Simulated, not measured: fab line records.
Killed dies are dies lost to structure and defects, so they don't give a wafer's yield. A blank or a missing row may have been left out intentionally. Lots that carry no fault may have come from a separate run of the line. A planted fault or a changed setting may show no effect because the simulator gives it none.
Matching of chambers + flow n5_finfet + rie_diel-06 running N5_DUMMY_REMOVAL_HM_STRIP_01: 4 sister chambers
The step strips SiNx in CH3F/O2, stops on poly-Si, target depth 4 nm, time 6.8 s. 7 wafers are shown with their chamber, then 8 later ones without.

## WAFERS, EACH WITH ITS CHAMBER
| wafer  | chamber | throttle_valve_pct (%) | oes_product_au (a.u.) |
|--------|---------|------------------------|-----------------------|
| L081.1 | 1       | 16.30                  | 0.61                  |
| L081.2 | 0       | 16.01                  | 0.77                  |
| L081.3 | 3       | 16.64                  | 0.61                  |
| L081.4 | 2       | 16.38                  | 0.59                  |
| L081.5 | 2       | 16.37                  | 0.59                  |
| L081.6 | 1       | 16.31                  | 0.61                  |
| L084.1 | 3       | 16.65                  | 0.60                  |

## WAFERS WITHOUT THEIR CHAMBER
| wafer  | throttle_valve_pct (%) | oes_product_au (a.u.) |
|--------|------------------------|-----------------------|
| L084.2 | 16.32                  | 0.60                  |
| L084.3 | 16.39                  | 0.59                  |
| L084.4 | 16.01                  | 0.75                  |
| L084.5 | 16.30                  | 0.60                  |
| L084.6 | 16.39                  | 0.59                  |
| L087.1 | 16.41                  | 0.58                  |
| L087.2 | 16.33                  | 0.59                  |
| L087.5 | 16.05                  | 0.72                  |

## WHICH CHAMBER EACH ONE RAN IN
| wafer  | from the rows above     | in truth |
|--------|-------------------------|----------|
| L084.2 | 1                       | 1        |
| L084.3 | 2                       | 2        |
| L084.4 | 0                       | 0        |
| L084.5 | 1                       | 1        |
| L084.6 | 2                       | 2        |
| L087.1 | 2                       | 2        |
| L087.2 | can't be placed: 1 or 2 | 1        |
| L087.5 | 0                       | 0        |
Placed correctly: 7 of 8. Can't be placed from these rows: 1 (the true chamber is among the candidates in 1). 0 placed wrongly.
How it was worked out, from the rows above alone: a wafer's distance from a chamber is the root of the sum, over the readings, of the square of ((its reading less the chamber's mean) divided by the reading's scatter). The wafer belongs to the nearest chamber; if the next one is less than 2 further off, it can't be placed. The mean given for a chamber averages the wafers shown for that chamber. The scatter: take each reading less its chamber's mean, square it, sum over the shown wafers, divide by the number of wafers less the number of chambers, and take the root.
